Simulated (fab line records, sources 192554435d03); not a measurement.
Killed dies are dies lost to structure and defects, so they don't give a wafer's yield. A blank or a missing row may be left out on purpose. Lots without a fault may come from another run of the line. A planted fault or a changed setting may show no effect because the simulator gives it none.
Tool commonality check | flow n5_finfet | 9 lots, 27 wafers sampled

WHY IT WAS OPENED
At N5_FIN_SAQP_THK_MEAS_05 the reading thk_nm is flagged on 3 of 9 lots. Wafers without a fault read 37.9 nm, standard deviation 0.47.
Rule: a lot is flagged when every wafer of it that has a number lies more than 4 standard deviations from that mean, or none has a number. The other lots count as sound.

lot  | measured    | on            | thk_nm (nm), wafer by wafer | flag
L629 | day 4 04:35 | film_metro-02 | 37.8 37.1 38.2              |
L632 | day 4 21:34 | film_metro-01 | 4.1 4.0 4.0                 | FLAGGED
L633 | day 5 03:13 | film_metro-01 | 4.0 4.0 4.1                 | FLAGGED
L634 | day 5 08:58 | film_metro-02 | 4.1 4.0 4.1                 | FLAGGED
L637 | day 6 04:07 | film_metro-02 | 38.6 38.5 37.9              |
L638 | day 6 09:19 | film_metro-02 | 38.2 38.3 38.5              |
L639 | day 6 15:59 | film_metro-02 | 38.0 38.1 38.3              |
L641 | day 7 03:11 | film_metro-02 | 37.0 37.8 37.9              |
L642 | day 7 10:22 | film_metro-02 | 37.7 37.8 39.5              |
The numbers of the flagged lots are 4.0 nm on average: -33.9 nm against the usual, or -72 standard deviations.

WHICH TOOL RAN EACH LOT
The record holds 3 process steps before the reading, out of a route of 1938 steps. In each cell: the tool, then ch and the chambers that the sampled wafers went through, then the start.
lot  | flag    | N5_PMOS_HMC_CHANNEL_EPI_HM_DEP_34 | N5_FIN_SAQP_DENSIFY_62          | N5_FIN_SAQP_HM_DEP_03
L629 |         | pecvd-02 ch 0,2, day 4 00:02      | rtp_anneal-02 ch 0, day 4 04:17 | pecvd-03 ch 0,1,2, day 4 04:31
L632 | FLAGGED | pecvd-02 ch 0,2, day 4 16:43      | rtp_anneal-02 ch 0, day 4 21:16 | pecvd-03 ch 0,1,2, day 4 21:29
L633 | FLAGGED | pecvd-01 ch 0,2, day 4 22:43      | rtp_anneal-01 ch 0, day 5 02:57 | pecvd-04 ch 0,2, day 5 03:07
L634 | FLAGGED | pecvd-01 ch 0,1,2, day 5 05:00    | rtp_anneal-01 ch 0, day 5 08:39 | pecvd-04 ch 0,1,2, day 5 08:53
L637 |         | pecvd-03 ch 1,2, day 5 23:58      | rtp_anneal-02 ch 0, day 6 03:49 | pecvd-04 ch 0,1,2, day 6 04:01
L638 |         | pecvd-02 ch 0,2, day 6 04:51      | rtp_anneal-01 ch 0, day 6 09:01 | pecvd-04 ch 0,2, day 6 09:14
L639 |         | pecvd-01 ch 0,1, day 6 11:52      | rtp_anneal-01 ch 0, day 6 15:40 | pecvd-01 ch 1,2, day 6 15:53
L641 |         | pecvd-03 ch 1,2, day 6 22:49      | rtp_anneal-02 ch 0, day 7 02:57 | pecvd-04 ch 0,1, day 7 03:06
L642 |         | pecvd-02 ch 0,2, day 7 06:07      | rtp_anneal-01 ch 0, day 7 10:04 | pecvd-03 ch 0,1,2, day 7 10:17
What these steps do:
- N5_PMOS_HMC_CHANNEL_EPI_HM_DEP_34: deposits SiO2 from TEOS/O2, target thk 36 nm, time 6.9 s.
- N5_FIN_SAQP_DENSIFY_62: time 60 s.
- N5_FIN_SAQP_HM_DEP_03: deposits SiNx from SiH4/NH3/N2, target thk 38 nm, time 33.6 s.
- N5_FIN_SAQP_THK_MEAS_05

FLAGGED OVER TOTAL, TOOL BY TOOL (the gauges that took the reading come last)
step                              | tool          | lots run | flagged | share of the flagged lots | sound lots run after its first flagged lot
N5_PMOS_HMC_CHANNEL_EPI_HM_DEP_34 | pecvd-01      | 3        | 2       | some                      | 1 (L639)
N5_PMOS_HMC_CHANNEL_EPI_HM_DEP_34 | pecvd-02      | 4        | 1       | some                      | 2 (L638,L642)
N5_PMOS_HMC_CHANNEL_EPI_HM_DEP_34 | pecvd-03      | 2        | 0       | none                      | -
N5_FIN_SAQP_DENSIFY_62            | rtp_anneal-01 | 5        | 2       | some                      | 3 (L638,L639,L642)
N5_FIN_SAQP_DENSIFY_62            | rtp_anneal-02 | 4        | 1       | some                      | 2 (L637,L641)
N5_FIN_SAQP_HM_DEP_03             | pecvd-01      | 1        | 0       | none                      | -
N5_FIN_SAQP_HM_DEP_03             | pecvd-03      | 3        | 1       | some                      | 1 (L642)
N5_FIN_SAQP_HM_DEP_03             | pecvd-04      | 5        | 2       | some                      | 3 (L637,L638,L641)
N5_FIN_SAQP_THK_MEAS_05           | film_metro-01 | 2        | 2       | some                      | 0
N5_FIN_SAQP_THK_MEAS_05           | film_metro-02 | 7        | 1       | some                      | 5 (L637,L638,L639,L641,L642)

WHAT THE TABLE ALLOWS
No row of the table ran every flagged lot.

WHAT THE SIMULATOR HAD PUT IN
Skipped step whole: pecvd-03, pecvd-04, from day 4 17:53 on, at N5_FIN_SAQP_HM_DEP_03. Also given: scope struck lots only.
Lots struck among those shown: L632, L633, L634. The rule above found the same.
